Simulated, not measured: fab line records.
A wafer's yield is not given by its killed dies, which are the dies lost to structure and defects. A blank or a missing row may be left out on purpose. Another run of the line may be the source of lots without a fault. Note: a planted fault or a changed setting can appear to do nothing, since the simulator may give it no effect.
Chamber matching ; flow n5Finfet ; N5_BEOL_M6_PECVD_70 on pecvd-02: 3 sister chambers
The step deposits SiO2 from TEOS/O2, target thk 20 nm, time 22.7 s. 6 wafers are shown with their chamber, then 8 later ones without.

WAFERS PAIRED WITH THEIR CHAMBERS
wafer;chamber;throttleValvePct (%);showerheadPlenumPTorr (Torr)
L081.6;0;21.4;8.89
L093.1;0;21.8;8.88
L093.5;1;23.7;8.74
L094.1;1;23.7;8.77
L094.4;2;21.0;8.87
L095.1;2;21.2;8.85

WAFERS MISSING THEIR CHAMBER
wafer;throttleValvePct (%);showerheadPlenumPTorr (Torr)
L095.3;21.3;8.91
L095.6;20.9;8.85
L097.1;23.8;8.73
L097.4;21.6;8.90
L097.6;23.8;8.74
L096.2;23.9;8.75
L096.5;21.0;8.87
L096.6;23.6;8.75

CHAMBER TAKEN BY EACH
wafer;from the rows above;in truth
L095.3;can't be placed: 0 or 2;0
L095.6;2;2
L097.1;1;1
L097.4;0;0
L097.6;1;1
L096.2;1;1
L096.5;2;2
L096.6;1;1
7 of 8 placed correctly. Can't be placed from these rows: 1 (the true chamber is among the candidates in 1). 0 placed wrongly.
How it was worked out, from the rows above alone: a wafer's distance from a chamber is the root of the sum, over the readings, of the square of ((its reading less the chamber's mean) divided by the reading's scatter). The wafer belongs to the nearest chamber; if the next one is less than 2 further off, it can't be placed. The mean given for a chamber averages the wafers shown for that chamber. How the scatter is found: for the shown wafers, subtract from each reading the mean of its chamber, square and add these, divide the total by (wafers less chambers), then take the root.
